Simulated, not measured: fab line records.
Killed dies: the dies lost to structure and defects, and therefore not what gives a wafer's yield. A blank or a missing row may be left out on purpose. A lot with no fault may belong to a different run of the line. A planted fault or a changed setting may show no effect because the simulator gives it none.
Chamber matching	flow n5-finfet	rie-diel-01 running N5_DUMMY_GATE_STRIP_48: 4 sister chambers
The step strips in N2/H2, time 20 s. 8 wafers are shown with their chamber, then 9 later ones without.

WAFERS WITH THEIR CHAMBER
wafer	chamber	showerhead-plenum-p-Torr (Torr)	throttle-valve-pct (%)
L077.1	0	3.30	11.71
L084.2	0	3.30	11.73
L084.4	2	3.51	12.48
L086.2	3	3.42	12.20
L086.4	2	3.50	12.50
L089.1	1	3.44	12.18
L089.3	3	3.42	12.20
L089.5	1	3.44	12.17

WAFERS WHOSE CHAMBER IS MISSING
wafer	showerhead-plenum-p-Torr (Torr)	throttle-valve-pct (%)
L091.1	3.42	12.22
L091.2	3.44	12.19
L091.3	3.29	11.77
L091.4	3.44	12.20
L091.5	3.29	11.79
L091.6	3.42	12.23
L096.3	3.50	12.54
L096.5	3.44	12.22
L096.6	3.28	11.78

WHICH CHAMBER EACH WENT THROUGH
wafer	from the rows above	in truth
L091.1	3	3
L091.2	1	1
L091.3	0	0
L091.4	1	1
L091.5	0	0
L091.6	3	3
L096.3	2	2
L096.5	can't be placed: 1 or 3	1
L096.6	0	0
Correct placement for 8 of the 9. Unplaceable from these rows: 1, with the true chamber sitting among the candidates in 1. 0 placed wrongly.
How it was worked out, from the rows above alone: a wafer's distance from a chamber is the root of the sum, over the readings, of the square of ((its reading less the chamber's mean) divided by the reading's scatter). If the next closest chamber is less than 2 further off than the closest, the wafer can't be placed; otherwise it belongs to the closest. For every chamber, the mean is computed from those of its wafers that are shown. The scatter: take each reading less its chamber's mean, square it, sum over the shown wafers, divide by the number of wafers less the number of chambers, and take the root.
